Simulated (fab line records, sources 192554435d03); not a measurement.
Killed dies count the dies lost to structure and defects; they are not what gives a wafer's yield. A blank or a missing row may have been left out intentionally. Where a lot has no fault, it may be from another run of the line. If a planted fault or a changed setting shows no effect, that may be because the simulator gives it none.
Struck lot and sound lot, side by side    flow n5Finfet    37 out of 1938 route steps
Sound: these wafers, L760.3, L760.5, L760.6. Wafers L771.2, L771.3, L771.4 were the ones struck. Last of all comes the cause.
Order at every step that has rows: each side's tool, ch and its chambers, its first start. Under that, the readings that differ: sound wafers    struck wafers    difference of the means    sigmas: that difference in standard deviations of wafers without a fault.
alike: a reading whose means differ by less than 2 such deviations, as well as words and numbers matching on both sides. not compared: withheld readings; readings where some wafer has no value; bounds like >300 that might hide an equal value; numbers whose values overlap and for which the record gives no deviation.
The two part at a step that has a row with sigmas, a row that says differs or no value, or rows on one side only. Non-overlapping numbers with no deviation appear without sigmas and do not part them. A reading missing from all wafers of one side parts the sides only when that side holds two or more wafers.

first, 11 steps without rows for these wafers: N5_FIN_SAQP_SPACER1_ALD_24 (deposits SiO2, target thk 20.3 nm, pulse time 1 s, purge time 2 s); N5_FIN_SAQP_SPACER1_ETCHBACK_25 (etches SiO2 in CHF3/O2, target depth 24.4 nm, time 12.2 s); N5_FIN_SAQP_MANDREL1_REMOVE_56 (chemistry HBr/Cl2/O2, target a-Si, stops on SiNx, bt time 10 s); N5_FIN_SAQP_ETCH_57 (etches SiNx in CH3F/O2, target depth 32.5 nm, time 46.4 s); N5_FIN_SAQP_ETCH_65 (etches SiO2 in CF4, target depth 4 nm, time 4.4 s); N5_FIN_SAQP_MANDREL_ETCH_58 (etches a-Si in HBr/Cl2, stops on SiNx, target depth 45 nm, bt time 10 s, time 27 s); N5_FIN_SAQP_RECESS_63 (chemistry HF/NH3, target SiO2, target depth 18 nm, afs cycles 3, sublimation time 60 s); N5_FIN_SAQP_COAT_68 (time 60 s, resist thk 100 nm); N5_FIN_SAQP_ETCH_69 (etches SOC in N2/H2, stops on SiNx, target depth 150 nm); N5_FIN_SAQP_ETCH_67 (etches SiNx in CH3F/O2, target depth 30 nm); N5_FIN_SAQP_STRIP_70 (strips in N2/H2).
N5_FIN_SAQP_RECESS_71: chemistry HF/NH3, target SiO2, target depth 3 nm, afs cycles 1, sublimation time 60 s.
  sound on vaporEtch-01 ch 0,1, day 2 12:47; struck on vaporEtch-01 ch 0,1, day 5 07:20
  alike: drypumpMotorCurrentA
then, 11 steps without rows for these wafers: N5_FIN_SAQP_SPACER2_ALD_28 (deposits SiO2, target thk 8.1 nm, pulse time 1 s, purge time 2 s); N5_FIN_SAQP_SPACER2_ETCHBACK_29 (etches SiO2 in CHF3/O2, target depth 12.2 nm, time 6.1 s); N5_FIN_SAQP_MANDREL2_REMOVE_60 (chemistry HBr/Cl2/O2, target a-Si, stops on SiNx, bt time 10 s); N5_FIN_SAQP_HM_OPEN_33 (chemistry CH3F/O2, target SiNx, target depth 49.4 nm, time 70.6 s); N5_FIN_SAQP_ETCH_34 (etches SiO2 in C4F6/O2, target depth 45 nm, time 15 s); N5_FIN_SAQP_STRIP_77 (strips in N2/H2, time 90 s); N5_FIN_SAQP_ETCH_64 (etches SiO2 in CF4, target depth 1.5 nm); N5_FIN_SAQP_FIN_ETCH_36 (etches the open film in HBr/Cl2/O2, target depth 120 nm, time 50.4 s); N5_FIN_SAQP_PRECLEAN_38 (cleans in O3/DIW, time 45 s); N5_FIN_SAQP_PRECLEAN_45 (cleans in dHF, time 10 s); N5_FIN_SAQP_SRD_39 (time 30 s).
N5_FIN_SAQP_INSPECT_40: inspects for defects (brightfield).
  sound on defectInspect-02 at day 2 14:02; struck on defectInspect-01 at day 5 08:43
reading         sound        struck          difference  sigmas
rawDefectCount  369 240 245  1325 1358 1374  +1068       +14
then, 9 steps without rows for these wafers: N5_FIN_CUT_COAT_18 (time 60 s, resist thk 230 nm); N5_FIN_CUT_COAT_19 (time 60 s, resist thk 20 nm); N5_FIN_CUT_COAT_29 (time 60 s, resist thk 10 nm); N5_FIN_CUT_COAT_02 (resist thk 30 nm); N5_FIN_CUT_EBR_04; N5_FIN_CUT_SOFTBAKE_03 (time 60 s); N5_FIN_CUT_EXPOSE_05 (exposes mask FIN CUT); N5_FIN_CUT_PEB_06 (peb time 60 s); N5_FIN_CUT_DEVELOP_07 (develop time 30 s).
N5_FIN_CUT_INSPECT_10: inspects for defects (brightfield).
  sound on defectInspect-01 at day 2 14:36; struck on defectInspect-01 at day 5 09:13
reading         sound     struck          difference  sigmas
rawDefectCount  45 39 45  1184 1220 1212  +1162       +97
then, 1 step without rows for these wafers: N5_FIN_CUT_DESCUM_13 (chemistry O2, time 7 s).
-- a jump in the record: the struck wafers' starts before and after are 6 days apart (it breaks off in module FIN_CUT and resumes in module BEOL_M4, where the first step shown is number 1111 of the route) --
N5_BEOL_M4_RC_MEAS_101:
  sound on prober-02 ch 0, day 8 18:21; struck on prober-01 ch 0, day 11 15:42
  alike: DIBL_N, DIBL_P, IOFF_N, IOFF_P, ION_N, ION_P, SS_N, SS_P, VT_N, VT_P
-- the record jumps here: 5 days lie between the struck wafers' starts before and after (it left off in module BEOL_M4 and takes up again in module PASSIVATION, whose first step shown is number 1936 of the route) --
N5_PASSIVATION_PROBE_49:
  the record has rows for the struck wafers here (prober-02, day 16 06:37) and none for the sound ones

== WHERE THEY PART ==
Last at N5_PASSIVATION_PROBE_49 as far as this record goes, first at N5_FIN_SAQP_INSPECT_40.

WHY: what had been put in by the simulator
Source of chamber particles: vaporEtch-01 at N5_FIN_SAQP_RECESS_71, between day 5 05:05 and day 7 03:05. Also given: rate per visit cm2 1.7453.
